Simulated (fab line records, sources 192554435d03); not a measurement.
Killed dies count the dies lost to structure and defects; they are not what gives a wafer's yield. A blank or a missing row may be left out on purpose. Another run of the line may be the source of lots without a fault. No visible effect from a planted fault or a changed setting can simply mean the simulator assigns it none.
fab line records	flow n5-finfet
record lots=6	wafers=18	last-day=19
route steps=1938 shown BEOL_M2@870 BEOL_M4@1111 PASSIVATION@1936
lots that met no fault: from a run of the same line without faults
start-h: hours from the record's first day to the start of the lot's first wafer shown	wait-h: time in hours since the lot's previous step	" same as the row above	L1.1+2: several wafers, shown together as one row	- no value present, or no start provided	* or withheld: withheld	< > ~ a bound
route shown NAME@n: a module of which the file shows steps, and the number in the route of the first	usual: the fault-free wafers' mean and standard deviation	same: alike in all rows	chamber/n: place in a boat	sites: readings site by site	_std_site: their standard deviation	_edge_site: mean of outer sites minus mean of inner sites	radius-mm: for every site, how far away it sits from the centre of the wafer	mask NAME#n: copy n	behind: the last tool/chamber to shape the wafer	hold: what put the lot on hold/how long, in hours/how the hold closed	device: the transistor (n, p or np) that didn't switch	end of line: the route-end tests of the same wafers	step lacking rows: just its recipe	killed: at the first sort, the dies lost to defects and structure; wafer yield is something else	map: a wafer's dies, marking killed ones x, the rest . and places with no die _
set.NAME: the setting the step ran with; set.NAME@STEP: the setting that earlier step ran with	model.NAME: the simulator's own value behind a step, which no gauge read
lots seen at some steps along the route; tables by step, rows by wafer
services: from which hour (start-h, from the record's first day; less than 0 if before it) a tool's chamber was out of use, for how many hours, and why
## steps
# step N5_BEOL_M2_COAT_22
# recipe resist=CAR-EUV	spin-rpm=1500	resist-thk-nm=30
# step N5_BEOL_M2_EBR_24
# recipe solvent=PGMEA	ebr-width-mm=1.5
# step N5_BEOL_M2_SOFTBAKE_23
# recipe temp-c=110	time-s=60	resist=CAR-EUV
# step N5_BEOL_M2_EXPOSE_25
# recipe mask-id=V1	na=0.33	source-shape=quasar	sigma-inner=0.2	sigma-outer=0.8	polarization=unpolarized	defocus-nm=5	dose-mj=63
# step N5_BEOL_M2_PEB_26
# recipe peb-temp-c=100	peb-time-s=60	resist=CAR-EUV
# step N5_BEOL_M2_DEVELOP_27
# recipe develop-time-s=30	developer=TMAH	resist=CAR-EUV	rinse-liquid=surfactant-rinse	dry=air-spin	dev-temp-c=23
# step N5_BEOL_M2_CD_MEAS_28
# recipe target-cd-nm=26.2	landing-energy-ev=500	detector=se-inlens	target-cd-y-nm=24.1	polarity=opening
# usual cd-nm=26.26/0.24
lot.wafer	tool	chamber	start-h	wait-h	cd-nm
L571.2	cd-sem-02	0	152.10	-	26.51
L571.3	"	0	"	"	26.45
L571.5	"	0	"	"	26.21
L576.2	cd-sem-02	0	173.93	-	26.57
L576.3	"	0	"	"	26.12
L576.5	"	0	"	"	26.44
L579.2	cd-sem-03	0	196.00	-	26.45
L579.5	"	0	"	"	26.04
L579.6	"	0	"	"	25.87
L582.2	cd-sem-03	0	222.28	-	25.53
L582.3	"	0	"	"	26.13
L582.5	"	0	"	"	25.94
L586.1	cd-sem-02	0	237.67	-	26.44
L586.4	"	0	"	"	26.39
L586.6	"	0	"	"	26.35
L594.2	cd-sem-01	0	282.75	-	26.22
L594.3	"	0	"	"	26.18
L594.4	"	0	"	"	26.55
# step N5_BEOL_M2_OVL_MEAS_29
# recipe points-per-wafer=522
# usual V1_OVL=0.0/0.66
lot.wafer	tool	chamber	start-h	wait-h	V1_OVL[nm]
L571.2	overlay-01	0	152.13	0.0	0.0
L571.3	"	0	"	"	-0.6
L571.5	"	0	"	"	-0.7
L576.2	overlay-01	0	173.97	0.0	0.7
L576.3	"	0	"	"	-0.4
L576.5	"	0	"	"	0.6
L579.2	overlay-02	0	196.04	0.0	-1.1
L579.5	"	0	"	"	-0.2
L579.6	"	0	"	"	-0.8
L582.2	overlay-01	0	222.31	0.0	-0.2
L582.3	"	0	"	"	-0.8
L582.5	"	0	"	"	0.0
L586.1	overlay-02	0	237.70	0.0	-0.4
L586.4	"	0	"	"	-0.9
L586.6	"	0	"	"	0.0
L594.2	overlay-02	0	282.79	0.0	-0.1
L594.3	"	0	"	"	-1.2
L594.4	"	0	"	"	-0.3
# step N5_BEOL_M2_INSPECT_30
# recipe mode=adi	inspect-instrument=brightfield
# usual raw-defect-count=410/94
lot.wafer	tool	chamber	start-h	wait-h	raw-defect-count
L571.2	defect-inspect-01	-	152.18	0.0	395
L571.3	"	-	"	"	375
L571.5	"	-	"	"	406
L576.2	defect-inspect-01	-	174.02	0.0	400
L576.3	"	-	"	"	564
L576.5	"	-	"	"	359
L579.2	defect-inspect-02	-	196.09	0.0	450
L579.5	"	-	"	"	477
L579.6	"	-	"	"	295
L582.2	defect-inspect-02	-	222.36	0.0	322
L582.3	"	-	"	"	378
L582.5	"	-	"	"	315
L586.1	defect-inspect-02	-	237.76	0.1	390
L586.4	"	-	"	"	506
L586.6	"	-	"	"	505
L594.2	defect-inspect-02	-	282.84	0.0	547
L594.3	"	-	"	"	471
L594.4	"	-	"	"	576
# step N5_BEOL_M2_DESCUM_33
# recipe chemistry=O2	time-s=7	source-power-w=50	bias-power-w=20	pressure-mtorr=20	rf-frequency-hz=2.712e+07	temp-c=40	resist=CAR-EUV	o2-flow-sccm=225
# usual drypump-motor-current-A=6.0/0.5	oes-product-au=0.82/0.071	rf-vpp-V=243.1/1.3	showerhead-plenum-p-Torr=2.09/0.066	throttle-valve-pct=20.37/0.21
lot.wafer	tool	chamber	start-h	wait-h	drypump-motor-current-A	oes-product-au	rf-hours-counter-h	rf-vpp-V	showerhead-plenum-p-Torr	throttle-valve-pct
L571.2	rie-diel-05	0	152.55	0.4	5.3	0.86	47	244.1	2.11	20.16
L571.3	"	1	"	"	6.2	0.98	8	243.1	2.05	20.18
L571.5	"	2	"	"	5.6	0.75	-	243.7	2.18	20.59
L576.2	rie-diel-01	2	174.05	0.0	5.4	0.71	203	242.6	2.15	20.44
L576.3	"	0	"	"	6.2	0.77	143	241.2	2.01	20.57
L576.5	"	2	"	"	5.4	0.71	-	244.0	2.15	20.43
L579.2	rie-diel-03	0	196.13	0.0	6.0	0.84	77	241.8	2.02	20.38
L579.5	"	1	"	"	6.5	0.84	-	243.6	2.13	20.22
L579.6	"	0	"	"	6.0	0.83	-	243.6	2.02	20.40
L582.2	rie-diel-05	2	222.40	0.0	5.6	0.73	208	244.1	2.17	20.63
L582.3	"	0	"	"	5.4	0.82	70	243.8	2.10	20.18
L582.5	"	3	"	"	5.6	0.89	-	243.2	2.05	20.05
L586.1	rie-diel-03	2	237.80	0.0	6.7	0.83	76	244.6	2.11	20.55
L586.4	"	0	"	"	6.0	0.81	-	242.8	2.01	20.41
L586.6	"	1	"	"	6.5	0.83	-	243.6	2.12	20.22
L594.2	rie-diel-01	1	282.87	0.0	6.4	0.81	82	242.3	2.04	20.14
L594.3	"	0	"	"	6.2	0.75	175	241.8	2.00	20.63
L594.4	"	2	"	"	5.4	0.69	235	244.0	2.14	20.50
# step N5_BEOL_M2_ETCH_77
# recipe chemistry=N2/H2	target=underlayer	target-depth-a=65	mask-material=CAR-EUV	time-s=5.2	ion-energy-ev=200	pressure-mtorr=30	source-w=840	bias-w=150	n2-flow-sccm=200	h2-flow-sccm=200	ends=cleared
# usual drypump-motor-current-A=6.0/0.5	etch-rf-on-time-s=5.16/0.11	oes-product-au=0.70/0.057	rf-vpp-V=523.7/2.5	showerhead-plenum-p-Torr=2.54/0.082	throttle-valve-pct=17.80/0.22
lot.wafer	tool	chamber	start-h	wait-h	drypump-motor-current-A	etch-rf-on-time-s	oes-product-au	rf-hours-counter-h	rf-vpp-V	showerhead-plenum-p-Torr	throttle-valve-pct
L571.2	rie-diel-05	0	152.58	0.0	5.4	5.16	0.73	47	526.5	2.58	17.67
L571.3	"	1	"	"	6.2	5.20	0.80	8	524.0	2.48	17.55
L571.5	"	2	"	"	5.6	5.00	0.65	-	526.3	2.64	18.00
L576.2	rie-diel-01	2	174.09	0.0	5.4	5.23	0.61	203	525.8	2.62	17.97
L576.3	"	0	"	"	6.3	5.35	0.65	143	521.8	2.43	17.84
L576.5	"	2	"	"	5.5	5.23	0.61	-	526.2	2.62	17.96
L579.2	rie-diel-03	0	196.16	0.0	6.0	5.17	0.71	77	521.3	2.47	18.02
L579.5	"	1	"	"	6.4	5.33	0.71	-	524.5	2.59	17.61
L579.6	"	0	"	"	6.0	5.19	0.71	-	522.4	2.47	18.01
L582.2	rie-diel-05	2	222.43	0.0	5.6	4.90	0.65	208	527.5	2.63	18.05
L582.3	"	0	"	"	5.4	5.20	0.71	70	524.7	2.57	17.74
L582.5	"	3	"	"	5.5	5.20	0.78	-	521.5	2.48	17.38
L586.1	rie-diel-03	2	237.83	0.0	6.8	5.04	0.71	76	525.1	2.57	17.92
L586.4	"	0	"	"	6.0	5.13	0.68	-	521.6	2.47	18.05
L586.6	"	1	"	"	6.5	5.29	0.70	-	521.5	2.58	17.64
L594.2	rie-diel-01	1	282.91	0.0	6.5	5.12	0.68	82	523.6	2.48	17.65
L594.3	"	0	"	"	6.2	5.37	0.63	175	519.8	2.42	17.90
L594.4	"	2	"	"	5.4	5.26	0.59	235	525.8	2.61	18.02
# step N5_BEOL_M2_ETCH_69
# recipe chemistry=CF4	target=SiARC	target-depth-a=156	mask-material=CAR-EUV	time-s=26	ion-energy-ev=80	pressure-mtorr=40	source-w=545	bias-w=36	Ar_flow_sccm=100	cf4-flow-sccm=100	ends=cleared
# usual drypump-motor-current-A=6.0/0.5	etch-rf-on-time-s=25.8/0.64	oes-product-au=0.70/0.057	rf-vpp-V=184.0/1.1	showerhead-plenum-p-Torr=2.14/0.065	throttle-valve-pct=15.59/0.21
lot.wafer	tool	chamber	start-h	wait-h	drypump-motor-current-A	etch-rf-on-time-s	oes-product-au	rf-hours-counter-h	rf-vpp-V	showerhead-plenum-p-Torr	throttle-valve-pct
L571.2	rie-diel-05	0	152.60	0.0	5.3	25.8	0.73	47	184.3	2.19	15.53
L571.3	"	1	"	"	6.2	26.2	0.81	8	185.0	2.11	15.39
L571.5	"	2	"	"	5.6	24.6	0.67	-	185.5	2.22	15.79
L576.2	rie-diel-01	2	174.11	0.0	5.4	26.4	0.61	203	185.1	2.20	15.74
L576.3	"	0	"	"	6.2	26.7	0.65	143	182.6	2.06	15.74
L576.5	"	2	"	"	5.4	26.3	0.61	-	185.4	2.20	15.76
L579.2	rie-diel-03	0	196.18	0.0	6.0	26.1	0.70	77	184.1	2.09	15.63
L579.5	"	1	"	"	6.5	26.5	0.72	-	184.2	2.17	15.38
L579.6	"	0	"	"	6.0	26.2	0.70	-	182.9	2.09	15.65
L582.2	rie-diel-05	2	222.45	0.0	5.7	24.6	0.65	208	185.1	2.21	15.84
L582.3	"	0	"	"	5.4	26.1	0.69	70	185.1	2.19	15.57
L582.5	"	3	"	"	5.5	25.9	0.78	-	182.6	2.11	15.26
L586.1	rie-diel-03	2	237.85	0.0	6.7	25.2	0.71	76	185.2	2.17	15.76
L586.4	"	0	"	"	6.0	26.0	0.70	-	182.5	2.08	15.66
L586.6	"	1	"	"	6.5	26.3	0.71	-	184.0	2.17	15.39
L594.2	rie-diel-01	1	282.92	0.0	6.4	25.3	0.68	82	182.8	2.09	15.30
L594.3	"	0	"	"	6.2	26.8	0.63	175	183.3	2.05	15.80
L594.4	"	2	"	"	5.4	26.6	0.58	235	184.2	2.19	15.80
# step N5_BEOL_M2_ALD_98
# recipe material=SiO2	target-thk-a=25	temp-c=100	ald-precursor-family=BDEAS	ald-co-reactant=O2-plasma	pulse-time-s=1	co-reactant-pulse-time-s=1	purge-time-s=2	co-reactant-purge-time-s=2	ald-cycles=17	pressure-torr=2
# usual ald-cycles=17/0	heater-power-w=77/7.5	precursor-pulse-height-rel=1.000/0.02
lot.wafer	tool	chamber	start-h	wait-h	ald-cycles	heater-power-w	precursor-pulse-height-rel	model.SiO2_of_BEOL_M2_ALD_98.thk-nm
L571.2	ald-sin-01	2	152.68	0.1	17	81	1.033	2.6
L571.3	"	3	"	"	17	68	1.045	2.4
L571.5	"	0	"	"	17	71	1.009	2.4
L576.2	ald-sin-03	1	174.19	0.1	17	75	1.007	2.4
L576.3	"	0	"	"	17	85	0.989	2.6
L576.5	"	1	"	"	17	76	0.978	2.6
L579.2	ald-sin-03	1	196.26	0.1	17	76	0.962	2.4
L579.5	"	0	"	"	5	87	0.971	0.8
L579.6	"	2	"	"	17	79	0.988	2.4
L582.2	ald-sin-03	2	222.53	0.1	17	77	0.982	2.6
L582.3	"	1	"	"	17	76	1.004	2.6
L582.5	"	2	"	"	5	78	0.982	0.8
L586.1	ald-sin-04	0	238.06	0.2	17	74	1.034	2.4
L586.4	"	3	"	"	17	85	1.019	2.4
L586.6	"	1	"	"	17	64	0.991	2.4
L594.2	ald-sin-04	1	283.39	0.4	17	65	0.964	2.4
L594.3	"	3	"	"	17	90	1.027	2.4
L594.4	"	0	"	"	17	73	1.000	2.6
# step N5_BEOL_M2_ETCHBACK_99
# recipe chemistry=CHF3	target=SiO2	target-depth-a=50	time-s=10.4	source-w=215	bias-w=47	Ar_flow_sccm=200	CHF3_flow_sccm=12	ion-energy-ev=100	pressure-mtorr=30
# usual drypump-motor-current-A=5.9/0.47	oes-product-au=0.81/0.074	rf-vpp-V=239/4.3	showerhead-plenum-p-Torr=2.14/0.076	throttle-valve-pct=17.04/0.21
lot.wafer	tool	chamber	start-h	wait-h	drypump-motor-current-A	oes-product-au	rf-hours-counter-h	rf-vpp-V	showerhead-plenum-p-Torr	throttle-valve-pct
L571.2	rie-diel-03	3	154.64	1.9	5.6	0.69	227	246	2.22	17.62
L571.3	"	0	"	"	6.0	0.83	63	240	2.10	17.06
L571.5	"	1	"	"	6.5	0.87	-	236	2.19	16.83
L576.2	rie-diel-05	0	177.55	3.3	5.4	0.84	56	236	2.21	17.07
L576.3	"	1	"	"	6.2	0.92	18	239	2.11	16.87
L576.5	"	1	"	"	6.2	0.93	-	239	2.11	16.90
L579.2	rie-diel-01	1	213.29	17.0	6.4	0.84	60	233	2.10	16.70
L579.5	"	2	"	"	5.4	0.70	-	246	2.22	17.24
L579.6	"	3	"	"	5.1	0.74	-	239	1.96	16.89
L582.2	rie-diel-05	2	258.49	35.9	5.6	0.75	214	241	2.21	17.20
L582.3	"	0	"	"	5.4	0.83	78	236	2.20	17.10
L582.5	"	2	"	"	5.6	0.74	-	240	2.21	17.21
L586.1	rie-diel-05	1	265.81	27.7	6.2	0.89	42	240	2.10	16.91
L586.4	"	3	"	"	5.6	0.88	29	240	2.12	16.75
L586.6	"	0	"	"	5.4	0.81	-	234	2.20	17.08
L594.2	rie-diel-03	2	290.88	7.4	6.7	0.81	91	232	2.19	17.31
L594.3	"	0	"	"	6.0	0.80	105	241	2.08	17.15
L594.4	"	3	"	"	5.6	0.93	12	248	2.21	17.20
# step N5_BEOL_M4_RC_MEAS_101
# usual DIBL_N=36.0/1.7	DIBL_P=36.2/1.9	IOFF_N=0.154/0.028	IOFF_P=0.21/0.036	ION_N=675/11	ION_P=463/8.3	SS_N=71.4/0.63	SS_P=73.2/0.55	VT_N=250.2/3	VT_P=-251/3.7
lot.wafer	tool	chamber	start-h	wait-h	DIBL_N[mV/V]	DIBL_P[mV/V]	IOFF_N[nA/um]	IOFF_P[nA/um]	ION_N[uA/um]	ION_P[uA/um]	SS_N[mV/dec]	SS_P[mV/dec]	VT_N[mV]	VT_P[mV]
L571.2	prober-02	0	192.96	0.2	36.5	36.0	0.173	0.28	703	491	70.8	73.6	246.7	-242
L571.3	"	0	"	"	36.5	35.7	0.157	0.26	687	473	71.4	73.4	249.5	-244
L571.5	"	0	"	"	34.7	33.6	0.138	0.22	690	479	70.2	72.9	249.6	-245
L576.2	prober-01	0	262.72	0.2	37.4	38.6	0.169	0.20	681	462	71.7	73.6	249.5	-254
L576.3	"	0	"	"	35.7	37.4	0.144	0.18	686	467	71.2	72.8	250.5	-254
L576.5	"	0	"	"	35.9	36.7	0.131	0.16	654	444	71.7	73.5	252.7	-255
L579.2	prober-01	0	276.47	0.2	35.3	37.1	0.151	0.21	679	471	70.7	73.5	249.1	-248
L579.5	"	0	"	"	36.5	38.7	0.174	0.23	673	462	71.1	74.4	246.9	-250
L579.6	"	0	"	"	35.8	37.8	0.161	0.22	690	473	71.5	73.3	249.3	-248
L582.2	prober-01	0	297.67	0.2	35.7	35.4	0.148	0.16	674	451	70.8	73.4	249.5	-256
L582.3	"	0	"	"	34.3	34.2	0.130	0.15	663	448	70.7	73.3	250.6	-256
L582.5	"	0	"	"	36.5	36.8	0.164	0.18	686	462	71.8	73.0	251.3	-256
L586.1	prober-02	0	309.89	0.0	38.5	38.5	0.199	0.30	691	477	71.6	74.1	245.0	-244
L586.4	"	0	"	"	38.5	38.3	0.193	0.28	682	476	72.0	73.6	244.9	-244
L586.6	"	0	"	"	36.8	36.4	0.144	0.25	672	472	70.6	73.4	249.5	-246
L594.2	prober-02	0	347.19	0.2	34.4	35.4	0.131	0.19	682	469	70.7	72.8	252.0	-249
L594.3	"	0	"	"	40.2	41.1	0.244	0.28	697	463	72.4	74.3	245.3	-248
L594.4	"	0	"	"	36.7	37.8	0.166	0.23	670	461	72.1	73.2	249.8	-246
# step N5_PASSIVATION_PROBE_49
# usual defect-limited-yield=90.9/1.4	killed_at_M0_to_M3=38/11	killed_at_M4_up=13/5.9	killed-at-contacts=14/6.4	killed-at-front-end=38/11	killed-at-other=3.3/2.5	killed-dies=107/16	killed-on-rim=14/3.6	killed-open=70/12	killed-short=35/7.7	sort_bin_4_leakage=0.00/0.007	sort_bin_5_function=5.3/0.94	sort_bin_6_memory=3.5/0.7	sort-n-pass=1073/16	sort-yield-pct=90.9/1.4
# same gross-dies=1180	killed-at-back-side=0	sort_bin_8_speed[%]=0
lot.wafer	tool	chamber	start-h	wait-h	defect-limited-yield[%]	killed_at_M0_to_M3	killed_at_M4_up	killed-at-contacts	killed-at-front-end	killed-at-other	killed-dies	killed-on-rim	killed-open	killed-short	sort_bin_4_leakage[%]	sort_bin_5_function[%]	sort_bin_6_memory[%]	sort-n-pass	sort-yield-pct[%]
L571.2	prober-01	-	290.97	0.1	91.5	35	11	20	31	3	100	15	68	32	0	5.4	3.0	1080	91.5
L571.3	prober-01	-	291.02	0.1	88.4	48	20	14	49	6	137	19	95	40	0	7.3	4.0	1043	88.4
L571.5	prober-01	-	291.12	0.2	90.3	40	11	24	39	1	115	16	80	35	0	6.1	3.6	1065	90.3
L576.2	prober-01	-	372.09	0.1	90.3	34	15	15	44	7	115	15	69	41	0	6.3	2.7	1065	90.3
L576.3	prober-01	-	372.14	0.1	88.6	31	29	19	53	2	134	17	86	46	0	6.0	4.9	1046	88.6
L576.5	prober-01	-	372.24	0.2	91.8	37	7	12	39	2	97	12	56	39	0	4.2	3.9	1083	91.8
L579.5	prober-01	-	395.32	0.2	91.2	44	14	11	34	1	104	13	70	33	0	5.0	3.6	1076	91.2
L586.1	prober-01	-	417.35	0.0	91.6	52	7	10	30	0	99	12	60	37	0	4.5	3.6	1081	91.6
L586.4	prober-01	-	417.50	0.2	89.3	64	15	11	30	6	126	10	84	41	0	6.6	3.8	1054	89.3
L586.6	prober-01	-	417.60	0.3	91.4	49	9	13	30	1	102	13	61	38	0	4.9	3.2	1078	91.4
# killed by level:class
L571.2 MOL_CONTACT_COAG:geometric-particle:open=19 BEOL_M3:geometric-particle:open=9 FIN_SAQP:geometric-particle:short=7 BEOL_M2:geometric-particle:open=7 BEOL_M0_SAQP:geometric-particle:open=6 FIN_SAQP:geometric-particle:open=5 GATE_CUT:geometric-particle:short=4 BEOL_M1:geometric-particle:open=4
L571.3 BEOL_M3:geometric-particle:open=15 BEOL_M0_SAQP:geometric-particle:open=15 MOL_CONTACT_COAG:geometric-particle:open=13 BEOL_M4:geometric-particle:open=9 GATE_CUT:geometric-particle:short=9 FIN_SAQP:geometric-particle:open=7 BEOL_M0_SAQP:geometric-particle:short=7 BEOL_M2:geometric-particle:open=6
L571.5 MOL_CONTACT_COAG:geometric-particle:open=17 FIN_SAQP:geometric-particle:open=9 BEOL_M0_SAQP:geometric-particle:open=9 BEOL_M3:geometric-particle:open=8 MOL_CONTACT_COAG:geometric-particle:short=7 BEOL_M0_SAQP:geometric-particle:short=7 BEOL_M2:geometric-particle:open=6 FIN_SAQP:geometric-particle:short=5
L576.2 MOL_CONTACT_COAG:geometric-particle:open=11 BEOL_M0_SAQP:geometric-particle:short=10 FIN_SAQP:geometric-particle:short=8 FIN_SAQP:geometric-particle:open=8 STI_FIN_REVEAL:geometric-particle:open=7 BEOL_M3:geometric-particle:open=7 BEOL_M0_SAQP:geometric-particle:open=6 STARTING-WAFER:geometric-particle:open=6
L576.3 FIN_SAQP:geometric-particle:open=18 MOL_CONTACT_COAG:geometric-particle:open=13 FIN_SAQP:geometric-particle:short=10 BEOL_M0_SAQP:geometric-particle:short=9 BEOL_M4:geometric-particle:open=9 BEOL_M5:geometric-particle:open=8 MOL_CONTACT_COAG:geometric-particle:short=6 BEOL_M0_SAQP:geometric-particle:open=6
L576.5 BEOL_M0_SAQP:geometric-particle:short=12 BEOL_M3:geometric-particle:open=9 MOL_CONTACT_COAG:geometric-particle:open=9 FIN_SAQP:geometric-particle:short=8 BEOL_M0_SAQP:geometric-particle:open=8 FIN_SAQP:geometric-particle:open=7 STI_FIN_REVEAL:geometric-particle:open=5 STARTING-WAFER:geometric-particle:open=4
L579.5 BEOL_M3:geometric-particle:open=9 MOL_CONTACT_COAG:geometric-particle:open=9 BEOL_M2:geometric-particle:open=9 BEOL_M0_SAQP:geometric-particle:open=8 FIN_SAQP:geometric-particle:open=7 BEOL_M3:geometric-particle:short=7 GATE_CUT:geometric-particle:short=6 STI_FIN_REVEAL:geometric-particle:open=5
L586.1 BEOL_M0_SAQP:geometric-particle:short=15 BEOL_M0_SAQP:geometric-particle:open=11 FIN_SAQP:geometric-particle:short=9 BEOL_M3:geometric-particle:open=9 FIN_SAQP:geometric-particle:open=8 BEOL_M1:geometric-particle:open=8 MOL_CONTACT_COAG:geometric-particle:open=5 BEOL_M2:geometric-particle:open=5
L586.4 BEOL_M0_SAQP:geometric-particle:open=16 BEOL_M3:geometric-particle:open=11 MOL_CONTACT_COAG:geometric-particle:open=9 BEOL_M1:geometric-particle:open=9 BEOL_M2:geometric-particle:open=8 BEOL_M0_SAQP:geometric-particle:short=7 FIN_SAQP:geometric-particle:short=6 BEOL_M3:geometric-particle:short=6
L586.6 BEOL_M0_SAQP:geometric-particle:short=14 BEOL_M1:geometric-particle:open=13 MOL_CONTACT_COAG:geometric-particle:open=10 BEOL_M0_SAQP:geometric-particle:open=9 FIN_SAQP:geometric-particle:short=6 GATE_CUT:geometric-particle:short=5 BEOL_M3:geometric-particle:open=5 FIN_SAQP:geometric-particle:open=4
## services
tool	chamber	start-h	hours	kind
rie-diel-05	3	134.83	-	clean
rie-diel-05	3	134.83	-	consumable-replace:focus-ring
rie-diel-05	3	134.83	29.9	scheduled-down
rie-diel-05	3	134.83	29.9	vent-cycle
rie-diel-03	2	157.49	2.7	repair
ald-sin-03	3	193.74	3.0	repair
rie-diel-03	3	227.88	-	clean
rie-diel-03	3	227.88	-	consumable-replace:focus-ring
rie-diel-03	3	227.88	18.7	scheduled-down
rie-diel-03	3	227.88	18.7	vent-cycle
rie-diel-05	2	229.83	7.1	repair
ald-sin-01	-	244.06	1.3	repair
ald-sin-03	-	268.43	14.0	pm
ald-sin-03	0	268.43	14.0	vent-cycle
ald-sin-03	1	268.43	14.0	vent-cycle
ald-sin-03	2	268.43	14.0	vent-cycle
ald-sin-03	3	268.43	14.0	vent-cycle
ald-sin-04	-	270.20	6.0	pm
ald-sin-01	2	276.38	17.0	repair
ald-sin-03	0	282.43	-	clean
ald-sin-03	1	282.43	-	clean
ald-sin-03	2	282.43	-	clean
ald-sin-03	3	282.43	-	clean
## key
first-sign step=N5_BEOL_M2_ALD_98	reading=ald-cycles	direction=down	sigmas=99+	usual=*	struck=*
effect none on later readings
model-effect step=N5_BEOL_M2_ALD_98	value=SiO2_of_BEOL_M2_ALD_98.thk-nm	without=2.6	struck=0.8
met-at N5_BEOL_M2_ALD_98
struck-wafers L579.5,L582.5
onset-between 174.19 196.26
fault kind=process-parameter-drift	tool=ald-sin-03	chamber=-	onset-h=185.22	steps=N5_BEOL_M2_ALD_98	channel=ald-cycles	offset=*	shape=step	end-h=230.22	scope=struck-wafers-only	acts-in=*	stated=*
